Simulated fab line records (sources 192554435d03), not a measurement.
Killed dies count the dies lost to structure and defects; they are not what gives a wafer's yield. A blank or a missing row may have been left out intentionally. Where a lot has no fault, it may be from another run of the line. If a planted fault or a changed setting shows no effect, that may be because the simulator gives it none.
Which tool was responsible? | flow n5Finfet | 10 lots with 27 wafers sampled at 5 steps, on a route of 1938 steps

## WHAT EACH GAUGE READ, for each wafer
N5_SD_EPI_P_EPI_MEAS_23. Usual: thkNm at 61.0 nm, with a standard deviation of 1.2.
lot  | measured    | on           | thkNm (nm)     | flag
L286 | day 3 10:02 | filmMetro-01 | 60.8 63.0 61.0 | 
L287 | day 3 18:51 | filmMetro-02 | 61.5 59.7 59.6 | 
L289 | day 4 03:59 | filmMetro-02 | 62.0 61.3 62.8 | 
L292 | day 5 04:07 | filmMetro-01 | 60.7 59.7 62.2 | 
L293 | day 5 04:49 | filmMetro-02 | 61.6 60.1 62.0 | 
L295 | day 5 23:38 | filmMetro-01 | 61.8 60.9 60.8 | 
L296 | day 5 22:33 | filmMetro-02 | 59.5 60.4 59.6 | 
L303 | day 7 16:19 | filmMetro-02 | 60.8 61.6      | 
L304 | day 8 00:22 | filmMetro-02 | 60.3 58.6      | 
L306 | day 8 10:06 | filmMetro-01 | 61.6 62.9      | 

N5_BEOL_M4_RC_MEAS_101. Usual: DIBL_N 36.5 mV/V, standard deviation 1.4; DIBL_P 36.6 mV/V, standard deviation 1.6; IOFF_N 0.160 nA/um, standard deviation 0.024; IOFF_P 0.217 nA/um, standard deviation 0.029; ION_N 674 uA/um, standard deviation 8.7; ION_P 464 uA/um, standard deviation 6.5; SS_N 71.6 mV/dec, standard deviation 0.47; SS_P 73.4 mV/dec, standard deviation 0.57; VT_N 250.0 mV, standard deviation 2.5; VT_P -250 mV, standard deviation 3.1.
lot  | measured     | on        | DIBL_N (mV/V)  | DIBL_P (mV/V)  | IOFF_N (nA/um)    | IOFF_P (nA/um)    | ION_N (uA/um) | ION_P (uA/um) | SS_N (mV/dec)  | SS_P (mV/dec)  | VT_N (mV)         | VT_P (mV)      | flag
L286 | day 7 23:13  | prober-02 | 38.0 39.3 36.9 | 37.7 38.8 36.6 | 0.172 0.190 0.149 | 0.236 0.250 0.218 | 676 676 673   | 466 466 468   | 71.7 72.2 71.5 | 72.8 73.7 73.6 | 250.4 247.5 252.5 | -248 -247 -250 | 
L287 | day 8 06:04  | prober-02 | 34.3 35.2 35.5 | 35.8 36.7 36.3 | 0.140 0.143 0.152 | 0.193 0.203 0.208 | 663 666 671   | 465 461 462   | 71.6 71.8 71.7 | 72.8 72.6 73.3 | 250.5 251.5 249.1 | -251 -251 -249 | 
L289 | day 9 01:41  | prober-02 | 34.9 33.5 35.1 | 35.5 33.6 36.0 | 0.155 0.128 0.159 | 0.228 0.191 0.224 | 680 667 687   | 471 466 471   | 71.6 71.3 72.0 | 73.5 72.9 73.1 | 249.3 252.2 249.7 | -249 -252 -247 | 
L292 | day 9 20:58  | prober-01 | 36.2 35.4 36.4 | 36.6 34.5 37.0 | 0.161 0.140 0.168 | 0.244 0.202 0.238 | 670 670 679   | 472 462 470   | 71.7 71.5 71.6 | 74.0 72.5 73.5 | 248.0 250.6 248.6 | -245 -246 -246 | 
L293 | day 10 00:01 | prober-01 | 38.3 35.9 37.5 | 38.1 33.7 36.4 | 0.188 0.130 0.166 | 0.269 0.193 0.238 | 683 663 663   | 473 467 462   | 71.7 71.6 72.2 | 74.7 72.2 73.8 | 248.0 253.9 250.4 | -245 -249 -250 | 
L295 | day 10 18:02 | prober-02 | 36.5 36.8 37.5 | 33.8 35.0 35.5 | 0.151 0.151 0.163 | 0.192 0.203 0.220 | 676 678 677   | 461 468 466   | 71.2 71.1 71.2 | 72.1 73.8 73.2 | 250.4 249.4 249.3 | -251 -251 -248 | 
L296 | day 10 02:55 | prober-02 | 38.4 37.3 37.9 | 37.1 36.7 36.9 | 0.194 0.182 0.184 | 0.234 0.243 0.232 | 675 687 680   | 462 467 469   | 71.9 71.9 71.9 | 73.4 74.1 73.7 | 245.2 248.5 245.5 | -250 -250 -251 | 
L303 | day 12 06:28 | prober-02 | 35.3 36.1      | 34.2 35.6      | 0.112 0.127       | 0.167 0.185       | 653 663       | 454 462       | 71.0 71.2      | 72.3 73.1      | 253.4 254.9       | -255 -252      | 
L304 | day 12 14:25 | prober-01 | 36.7 35.0      | 38.8 36.9      | 0.167 0.146       | 0.226 0.194       | 666 672       | 463 460       | 72.0 71.7      | 74.2 73.3      | 249.4 250.6       | -253 -252      | 
L306 | day 13 06:39 | prober-01 | 35.5 34.7      | 34.9 33.0      | 0.131 0.125       | 0.190 0.175       | 667 667       | 456 465       | 71.3 71.0      | 72.5 72.0      | 253.4 252.4       | -251 -250      | 

## WHAT TOOL EACH LOT RAN ON (gives the tool, then ch and the chambers of the sampled wafers, and finally the start)
lot  | N5_SD_EPI_P_ETCH_37              | N5_SD_EPI_P_SD_RECESS_17       | N5_ILD0_PRECLEAN_10
L286 | rieDiel-05 ch 0,3, day 3 06:32   | rieSi-05 ch 1,2,3, day 3 07:08 | remotePlasma-01 ch 0, day 3 14:12
L287 | rieDiel-03 ch 0,2,3, day 3 14:34 | rieSi-05 ch 0,3, day 3 15:09   | remotePlasma-02 ch 1, day 3 23:04
L289 | rieDiel-04 ch 0,1,2, day 4 00:31 | rieSi-01 ch 0,1,3, day 4 01:06 | remotePlasma-01 ch 0, day 4 08:40
L292 | rieDiel-03 ch 0,2, day 4 22:40   | rieSi-01 ch 0,1, day 4 23:16   | remotePlasma-01 ch 0, day 5 08:20
L293 | rieDiel-03 ch 0,2,3, day 5 01:17 | rieSi-05 ch 0,1,2, day 5 01:53 | remotePlasma-02 ch 1, day 5 09:08
L295 | rieDiel-04 ch 0,1, day 5 18:56   | rieSi-01 ch 0,1,3, day 5 19:32 | remotePlasma-01 ch 0, day 6 03:52
L296 | rieDiel-05 ch 2,3, day 5 19:06   | rieSi-03 ch 0,3, day 5 19:41   | remotePlasma-02 ch 0, day 6 02:32
L303 | rieDiel-04 ch 0,1, day 7 12:51   | rieSi-01 ch 1,2, day 7 13:26   | remotePlasma-01 ch 1, day 7 20:53
L304 | rieDiel-03 ch 1,3, day 7 20:04   | rieSi-05 ch 1,3, day 7 20:40   | remotePlasma-01 ch 0, day 8 06:40
L306 | rieDiel-04 ch 2,3, day 8 06:32   | rieSi-05 ch 0,1, day 8 07:08   | remotePlasma-01 ch 0, day 8 14:14
- N5_SD_EPI_P_ETCH_37: etches SOC in N2/H2, overetch 108 nm, time 486 s.
- N5_SD_EPI_P_SD_RECESS_17: chemistry HBr/Cl2/O2, target depth 39.1 nm, bt time 3 s.
- N5_ILD0_PRECLEAN_10: cleans in NF3:NH3, afs cycles 5, time 20 s, sublimation time 60 s.

## AS READ BY THE TOOLS THEMSELVES (means over the sampled wafers that have a number; for cases with no such wafer, the mark the record gives instead)
N5_SD_EPI_P_ETCH_37. Usual: value, then standard deviation, for each; chamberPressureMTorr 19.999 mTorr / 0.018; drypumpMotorCurrentA 5.7 A / 0.51; oesProductAu 0.72 a.u. / 0.068; rfVppV 240.9 V / 1.4; showerheadPlenumPTorr 2.54 Torr / 0.095; tempC 39.98 C / 0.11; throttleValvePct 23.8 % / 0.33.
lot  | tool       | chamberPressureMTorr (mTorr) | drypumpMotorCurrentA (A) | oesProductAu (a.u.) | rfVppV (V) | showerheadPlenumPTorr (Torr) | tempC (C) | throttleValvePct (%) | flag
L286 | rieDiel-05 | 20.003                       | 6.0                      | 0.78                | 240.0      | 2.51                         | 40.07     | 24.0                 | 
L287 | rieDiel-03 | 20.005                       | 5.9                      | 0.71                | 240.2      | 2.51                         | 40.05     | 23.9                 | 
L289 | rieDiel-04 | 20.008                       | 5.5                      | 0.73                | 240.8      | 2.56                         | 40.03     | 23.8                 | 
L292 | rieDiel-03 | 19.988                       | 5.9                      | 0.76                | 241.9      | 2.57                         | 39.91     | 23.5                 | 
L293 | rieDiel-03 | 19.995                       | 5.9                      | 0.70                | 240.0      | 2.51                         | 40.06     | 23.9                 | 
L295 | rieDiel-04 | 19.991                       | 5.9                      | 0.71                | 240.5      | 2.52                         | 39.97     | 23.8                 | 
L296 | rieDiel-05 | 19.997                       | 5.3                      | 0.70                | 241.8      | 2.57                         | 40.05     | 23.7                 | 
L303 | rieDiel-04 | 20.001                       | 5.8                      | 0.72                | 240.1      | 2.50                         | 40.00     | 23.9                 | 
L304 | rieDiel-03 | 19.997                       | 6.0                      | 0.76                | 241.2      | 2.56                         | 40.10     | 23.9                 | 
L306 | rieDiel-04 | 20.005                       | 5.3                      | 0.66                | 241.7      | 2.54                         | 39.97     | 23.7                 | 

N5_SD_EPI_P_SD_RECESS_17. Usual: chamberPressureMTorr 10.000 mTorr, standard deviation 0.0091; drypumpMotorCurrentA 5.6 A, standard deviation 0.43; mfcCl2Sccm 79.98 sccm, standard deviation 0.24; oesProductAu 1.008 a.u., standard deviation 0.014; throttleValvePct 36.90 %, standard deviation 0.28.
lot  | tool     | chamberPressureMTorr (mTorr) | drypumpMotorCurrentA (A) | mfcCl2Sccm (sccm) | oesProductAu (a.u.) | throttleValvePct (%) | flag
L286 | rieSi-05 | 9.998                        | 5.2                      | 80.12             | 1.010               | 36.87                | 
L287 | rieSi-05 | 9.998                        | 5.6                      | 79.78             | 0.998               | 37.26                | 
L289 | rieSi-01 | 9.996                        | 5.7                      | 79.98             | 1.012               | 36.82                | 
L292 | rieSi-01 | 10.001                       | 5.7                      | 79.98             | 1.015               | 36.76                | 
L293 | rieSi-05 | 9.998                        | 5.3                      | 80.12             | 1.020               | 36.80                | 
L295 | rieSi-01 | 9.996                        | 5.7                      | 79.87             | 1.007               | 36.82                | 
L296 | rieSi-03 | 10.007                       | 5.9                      | 79.89             | 0.999               | 37.20                | 
L303 | rieSi-01 | 9.990                        | 5.7                      | 80.15             | 1.010               | 36.77                | 
L304 | rieSi-05 | 9.998                        | 5.4                      | 79.74             | 1.008               | 36.95                | 
L306 | rieSi-05 | 10.006                       | 5.7                      | 79.89             | 1.011               | 36.81                | 

N5_ILD0_PRECLEAN_10. Usual: rfPowerW 29.96 W, standard deviation 0.085; tempC 30.02 C, standard deviation 0.1.
lot  | tool            | rfPowerW (W) | tempC (C) | flag
L286 | remotePlasma-01 | 29.97        | 29.98     | 
L287 | remotePlasma-02 | 29.97        | 30.07     | 
L289 | remotePlasma-01 | 29.92        | 30.12     | 
L292 | remotePlasma-01 | 30.10        | 29.90     | 
L293 | remotePlasma-02 | 29.96        | 30.16     | 
L295 | remotePlasma-01 | 29.99        | 30.00     | 
L296 | remotePlasma-02 | 30.10        | 29.99     | 
L303 | remotePlasma-01 | 29.79        | 30.09     | 
L304 | remotePlasma-01 | 29.98        | 29.98     | 
L306 | remotePlasma-01 | 29.87        | 30.14     | 

## THE ANSWER, worked out from the rows above alone
Rule: lot off if the mean of its wafers having a number is beyond 3 standard deviations from the usual mean. Also off: a lot with no number at a reading for which 4 or more lots have one. All remaining lots with rows at the step are treated as sound. After the gauges, taken in route order, come the tools' own readings; for these a lot's mean is taken, as printed above. At the first step where some lot is off, the reading lying furthest off is the one used; lots without a number count as furthest.
Nothing can be told from this: no lot is off at any reading shown.

## WHAT THE SIMULATOR PUT IN
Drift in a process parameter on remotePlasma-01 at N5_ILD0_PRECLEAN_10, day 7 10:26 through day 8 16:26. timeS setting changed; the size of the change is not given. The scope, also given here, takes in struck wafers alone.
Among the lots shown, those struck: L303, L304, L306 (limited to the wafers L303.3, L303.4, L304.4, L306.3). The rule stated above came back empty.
